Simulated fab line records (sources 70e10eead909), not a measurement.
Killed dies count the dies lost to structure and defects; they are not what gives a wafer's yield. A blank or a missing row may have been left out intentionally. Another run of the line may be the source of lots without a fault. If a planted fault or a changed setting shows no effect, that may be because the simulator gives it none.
Struck lot and sound lot, side by side / flow nand_harc / 24 out of 1302 route steps
Sound: the wafers L956.2, L956.4, L956.6. The struck wafers were L971.4, L971.5, L971.6. The cause is given at the end.
Order at every step that has rows: each side's tool, ch and its chambers, its first start. Under that, the readings that differ: sound wafers / struck wafers / difference of the means / sigmas: that difference in standard deviations of wafers without a fault.
alike: readings with means less than 2 such deviations apart, plus words and numbers identical on both sides. not compared: withheld readings, readings lacking a value on some wafer, bounds such as >300 that could conceal the same value, and numbers that have no deviation in the record and whose values overlap.
The two part at a step that has a row with sigmas, a row that says differs or no value, or rows on one side only. When numbers do not overlap yet have no deviation, they are printed without sigmas and do not part them. Lack of a reading on every wafer of one side parts them only where that side has two or more wafers.

first, 1 step without rows for these wafers: NHARC_P_M0_SRD_25.
NHARC_P_M0_INSPECT_27:
  struck on defect_inspect-01, day 15 08:24; sound on defect_inspect-01, day 8 20:52
  alike: raw_defect_count
NHARC_P_M0_PRE_CLEAN_31: time 12 s.
  sound on pecvd-04 ch 0,2, day 8 20:56; struck on pecvd-04 ch 0,1,2, day 15 08:35
  alike: heater_power_outer_w, heater_power_w, susceptor_temp_C
NHARC_P_M0_DEP_32: deposits SiCN, target thk 30 nm.
  sound on pecvd-04 ch 0,2, day 8 21:01; struck on pecvd-04 ch 0,1,2, day 15 08:46
  alike: heater_power_outer_w, heater_power_w, showerhead_vpp_V, susceptor_temp_C
then, 7 steps without rows for these wafers: NHARC_P_M1_DEP_00 (deposits SiOC, target thk 182.5 nm); NHARC_P_M1_DEHYDRATE_01 (time 120 s); NHARC_P_M1_HMDS_02 (time 30 s); NHARC_P_M1_COAT_34 (time 65 s); NHARC_P_M1_COAT_03 (resist thk 90 nm); NHARC_P_M1_SOFTBAKE_04 (time 55 s); NHARC_P_M1_EBR_05.
NHARC_P_M1_EXPOSE_06: exposes mask P M1, target cd 130 nm.
  sound on arfi_scanner-03 ch 0, day 8 22:00; struck on arfi_scanner-03 ch 0, day 15 09:45
reading=reticle_temp_C (C); sound=22.91 22.96 22.90; struck=23.24 23.04 23.20; difference=+0.24; sigmas=+2
  alike: mask, focus_offset_nm
then, 2 steps without rows for these wafers: NHARC_P_M1_PEB_07 (peb time 65 s); NHARC_P_M1_DEVELOP_08 (develop time 35 s).
NHARC_P_M1_CD_MEAS_09 targets a cd of 130 nm.
  sound on cd_sem-03 ch 0, day 8 22:08; struck on cd_sem-03 ch 0, day 15 09:53
reading=cd_nm (nm); sound=129.9 130.6 129.2; struck=- - -; difference=no value on the struck wafers; sigmas=
NHARC_P_M1_OVL_MEAS_10: pitch 260 nm.
  struck on overlay-01, day 15 09:58; sound on overlay-01, day 8 22:13
  alike: overlay_x_nm, overlay_y_nm
NHARC_P_M1_INSPECT_11:
  struck on defect_inspect-01, day 15 10:00; sound on defect_inspect-02, day 8 22:16
  alike: raw_defect_count
NHARC_P_M1_DESCUM_14: chemistry O2, time 3 s.
  sound on rie_diel-13 ch 0,1,3, day 8 22:19; struck on rie_diel-09 ch 0,1,2, day 15 10:06
reading=model.P_M1.cd_nm (nm); sound=129.8 129.8 129.1; struck=130 130.4 130.3; difference=+1; sigmas=
  alike: drypump_motor_current_A, mfc_ar_sccm, oes_product_au, rf_vpp_V, showerhead_plenum_p_Torr, throttle_valve_pct
  not compared: rf_hours_counter_h
NHARC_P_M1_ETCH_35: etches the open film in N2/H2, target depth 40 nm, overetch 12 nm, time 43.94 s.
  sound on rie_diel-13 ch 0,3, day 8 22:25; struck on rie_diel-09 ch 0,1,2, day 15 10:11
  alike: drypump_motor_current_A, mfc_ar_sccm, oes_product_au, rf_vpp_V, showerhead_plenum_p_Torr, throttle_valve_pct
  not compared: rf_hours_counter_h
NHARC_P_M1_ETCH_15: etches the open film in C4F8/Ar, target depth 182.5 nm, time 91.2 s.
  sound: rie_diel-13 ch 0,1,3; struck: rie_diel-09 ch 0,1,2
  alike: oes_product_au, rf_vpp_V
  not compared: rf_hours_counter_h
NHARC_P_M1_CD_MEAS_16:
  struck on cd_sem-01, day 15 10:25; sound on cd_sem-02, day 8 22:38
reading=cd_nm (nm); sound=129.4 128.9 128.8; struck=- - -; difference=no value on the struck wafers; sigmas=
NHARC_P_M1_STRIP_18: strips in N2/H2.
  sound on rie_diel-09 ch 1,2,3, day 8 22:42; struck on rie_diel-09 ch 0,1,2, day 15 10:35
  alike: drypump_motor_current_A, mfc_ar_sccm, oes_product_au, rf_vpp_V, showerhead_plenum_p_Torr, throttle_valve_pct
  not compared: rf_hours_counter_h
NHARC_P_M1_ETCH_28: etches the open film in CF4/N2, target depth 30 nm, time 72.99 s.
  sound: rie_diel-09 ch 0,3; struck: rie_diel-09 ch 0,1,2
reading=oes_product_au (a.u.); sound=0.980 0.984 0.987; struck=1.025 0.995 1.002; difference=+0.024; sigmas=+2
  alike: drypump_motor_current_A, mfc_ar_sccm, rf_vpp_V, showerhead_plenum_p_Torr, throttle_valve_pct
  not compared: rf_hours_counter_h, model.P_M1.cd_nm
then, 1 step without rows for these wafers: NHARC_P_M1_STRIP_19 (strips in post etch residue remover, time 600 s).

== WHERE THEY PART ==
Last at NHARC_P_M1_ETCH_28 as far as this record goes, first at NHARC_P_M1_EXPOSE_06.

WHY: the cause the simulator had injected
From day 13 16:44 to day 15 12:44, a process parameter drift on arfi_scanner-03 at NHARC_P_M1_EXPOSE_06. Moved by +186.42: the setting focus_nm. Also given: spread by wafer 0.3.
